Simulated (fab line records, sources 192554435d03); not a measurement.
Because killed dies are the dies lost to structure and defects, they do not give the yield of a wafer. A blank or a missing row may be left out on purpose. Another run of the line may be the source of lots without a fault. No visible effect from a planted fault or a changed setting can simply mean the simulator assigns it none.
Matching of chambers / flow n5Finfet / rieDiel-02 running N5_BEOL_M6_ETCH_66: 4 sister chambers
The step etches SOC in N2/H2, target depth 80 nm, overetch 16 nm, time 120 s. 14 wafers are shown with their chamber, then 7 later ones without.

## EACH WAFER AND ITS CHAMBER
wafer=L079.3; chamber=2; showerheadPlenumPTorr (Torr)=2.51; drypumpMotorCurrentA (A)=5.0; throttleValvePct (%)=17.90
wafer=L079.5; chamber=1; showerheadPlenumPTorr (Torr)=2.63; drypumpMotorCurrentA (A)=5.5; throttleValvePct (%)=18.09
wafer=L079.6; chamber=0; showerheadPlenumPTorr (Torr)=2.59; drypumpMotorCurrentA (A)=5.3; throttleValvePct (%)=18.01
wafer=L082.1; chamber=1; showerheadPlenumPTorr (Torr)=2.63; drypumpMotorCurrentA (A)=5.6; throttleValvePct (%)=18.11
wafer=L082.2; chamber=0; showerheadPlenumPTorr (Torr)=2.58; drypumpMotorCurrentA (A)=5.3; throttleValvePct (%)=18.03
wafer=L082.4; chamber=2; showerheadPlenumPTorr (Torr)=2.51; drypumpMotorCurrentA (A)=5.0; throttleValvePct (%)=17.91
wafer=L091.1; chamber=3; showerheadPlenumPTorr (Torr)=2.67; drypumpMotorCurrentA (A)=5.8; throttleValvePct (%)=17.79
wafer=L091.3; chamber=1; showerheadPlenumPTorr (Torr)=2.62; drypumpMotorCurrentA (A)=5.6; throttleValvePct (%)=18.14
wafer=L091.4; chamber=3; showerheadPlenumPTorr (Torr)=2.67; drypumpMotorCurrentA (A)=5.8; throttleValvePct (%)=17.80
wafer=L089.1; chamber=0; showerheadPlenumPTorr (Torr)=2.58; drypumpMotorCurrentA (A)=5.3; throttleValvePct (%)=18.07
wafer=L089.4; chamber=0; showerheadPlenumPTorr (Torr)=2.58; drypumpMotorCurrentA (A)=5.3; throttleValvePct (%)=18.05
wafer=L089.6; chamber=1; showerheadPlenumPTorr (Torr)=2.62; drypumpMotorCurrentA (A)=5.6; throttleValvePct (%)=18.14
wafer=L093.1; chamber=1; showerheadPlenumPTorr (Torr)=2.62; drypumpMotorCurrentA (A)=5.6; throttleValvePct (%)=18.14
wafer=L093.5; chamber=1; showerheadPlenumPTorr (Torr)=2.62; drypumpMotorCurrentA (A)=5.5; throttleValvePct (%)=18.13

SIGNATURES, as means of the wafers listed above
reading=showerheadPlenumPTorr; chamber 0=2.5825; chamber 1=2.6233; chamber 2=2.5100; chamber 3=2.6700; scatter within a chamber=0.00456
reading=drypumpMotorCurrentA; chamber 0=5.300; chamber 1=5.567; chamber 2=5.000; chamber 3=5.800; scatter within a chamber=0.0365
reading=throttleValvePct; chamber 0=18.0400; chamber 1=18.1250; chamber 2=17.9050; chamber 3=17.7950; scatter within a chamber=0.0206
Rule: a wafer's distance from a chamber is the root of the sum, over the readings, of the square of ((its reading less the chamber's mean) divided by the reading's scatter). The wafer belongs to the nearest chamber; if the next one is less than 2 further off, it can't be placed. The scatter is the square root of a quotient: the sum, over the shown wafers, of each reading's squared deviation from its chamber's mean, divided by wafers minus chambers.

## WAFERS MISSING THEIR CHAMBER
wafer=L093.6; showerheadPlenumPTorr (Torr)=2.57; drypumpMotorCurrentA (A)=5.3; throttleValvePct (%)=18.07
wafer=L094.2; showerheadPlenumPTorr (Torr)=2.62; drypumpMotorCurrentA (A)=5.5; throttleValvePct (%)=18.16
wafer=L094.3; showerheadPlenumPTorr (Torr)=2.66; drypumpMotorCurrentA (A)=5.8; throttleValvePct (%)=17.81
wafer=L094.5; showerheadPlenumPTorr (Torr)=2.66; drypumpMotorCurrentA (A)=5.8; throttleValvePct (%)=17.83
wafer=L096.2; showerheadPlenumPTorr (Torr)=2.49; drypumpMotorCurrentA (A)=5.0; throttleValvePct (%)=17.97
wafer=L096.3; showerheadPlenumPTorr (Torr)=2.66; drypumpMotorCurrentA (A)=5.8; throttleValvePct (%)=17.83
wafer=L096.4; showerheadPlenumPTorr (Torr)=2.66; drypumpMotorCurrentA (A)=5.8; throttleValvePct (%)=17.82

## THE CHAMBER EACH PASSED THROUGH
wafer=L093.6; from the rows above=0; in truth=0
wafer=L094.2; from the rows above=1; in truth=1
wafer=L094.3; from the rows above=3; in truth=3
wafer=L094.5; from the rows above=3; in truth=3
wafer=L096.2; from the rows above=2; in truth=2
wafer=L096.3; from the rows above=3; in truth=3
wafer=L096.4; from the rows above=3; in truth=3
Correct placement for 7 of the 7. Not placeable from these rows: 0. Placed wrongly: 0.
